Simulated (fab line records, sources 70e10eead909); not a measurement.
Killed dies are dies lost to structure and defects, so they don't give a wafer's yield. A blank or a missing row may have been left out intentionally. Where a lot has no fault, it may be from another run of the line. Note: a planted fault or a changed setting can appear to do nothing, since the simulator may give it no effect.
Code-filled problem report in 8D (eight disciplines) form    flow nand_harc    the parts of the form that need people (team, actions taken, sign-off) are left out

1. THE ISSUE
At NHARC_A_ZERO_WELL_INSPECT_17, raw_defect_count averages 818 over 2 wafers from 2 lots, while fault-free wafers read 10, standard deviation 5.2. That is +99 or more standard deviations from the usual mean.
First seen on wafer L994.6, day 12 23:41, on defect_inspect-02. At this step, 33 wafers from 11 lots have a number in the record. By rule, "out" or "out of limits" means more than 4 standard deviations away from the usual mean. The rest of the wafers with a number are treated as sound.

2. WHAT IT IS, WHAT IT ISN'T
question                     is                 is not
which readings at this step  raw_defect_count   -
which lots                   L994, L995         L104, L981, L982, L984, L986, L987, L990, L991, L992
which wafers of those lots   L994.6, L995.3     L994.2, L994.5, L995.2, L995.5
read on which gauges         defect_inspect-02  defect_inspect-01
when                         from day 12 23:41  up to then (26 sound wafers); but 5 sound wafers of L104, L995 came after

3. SUSPECTS, AND WHAT RULES EACH OUT
Counting: if a tool at a process step up to the reading ran every lot that is out, it stays a suspect. Sound lots after the first of them don't rule it out here, since some wafers of a struck lot are sound.
- the gauge at NHARC_A_ZERO_WELL_INSPECT_17: kept. All the wafers that are out were read on defect_inspect-02, and no step on other tools shows them out.
- wet_bench-01 at NHARC_A_ZERO_WELL_PRECLEAN_22 (cleans in SC1, time 60 s): kept. Every lot that is out went through it, the first being L994 (day 12 23:21); the last sound lot it ran before that was L992 (day 11 11:11).
After counting, wet_bench-01 at NHARC_A_ZERO_WELL_PRECLEAN_22 and defect_inspect-02 at NHARC_A_ZERO_WELL_INSPECT_17 remain.

4. THE CAUSE (what the simulator had put in)
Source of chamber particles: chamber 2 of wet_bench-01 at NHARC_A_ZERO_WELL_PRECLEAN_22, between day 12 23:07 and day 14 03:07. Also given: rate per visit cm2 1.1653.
2 suspects survive the count, and this tool is in that group.

5. THE EFFECT CHAIN, in route order
Each row: a reading whose mean over the struck wafers that have a number lies more than 3 standard deviations from the usual. Only readings whose record carries a usual standard deviation are examined. hours: median over the lots of the time between each lot's start at the first step of this table that gives one and its start at this step. sigmas: the change, counted in usual standard deviations.
hours  step                             reading           usual  on struck wafers  change  sigmas
0      NHARC_A_ZERO_WELL_INSPECT_17     raw_defect_count  10     818               +808    +99 or more
20     NHARC_A_SOURCE_PLATE_INSPECT_08  raw_defect_count  65     886               +821    +34
Later measuring or inspecting steps at which every struck wafer that the step has a row for has a number for every such reading, and none has moved that far: NHARC_END_SORT_01.

6. WHAT WOULD HAVE CAUGHT IT SOONER
In this record the first reading out of limits at a measuring or inspecting step was taken at day 12 23:41, 1 hour after the fault began at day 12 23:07.
Lots out: 2; of these, L995 started NHARC_A_ZERO_WELL_PRECLEAN_22 on wet_bench-01 after day 12 23:41. A tool hold placed at that time would have kept it from harm.
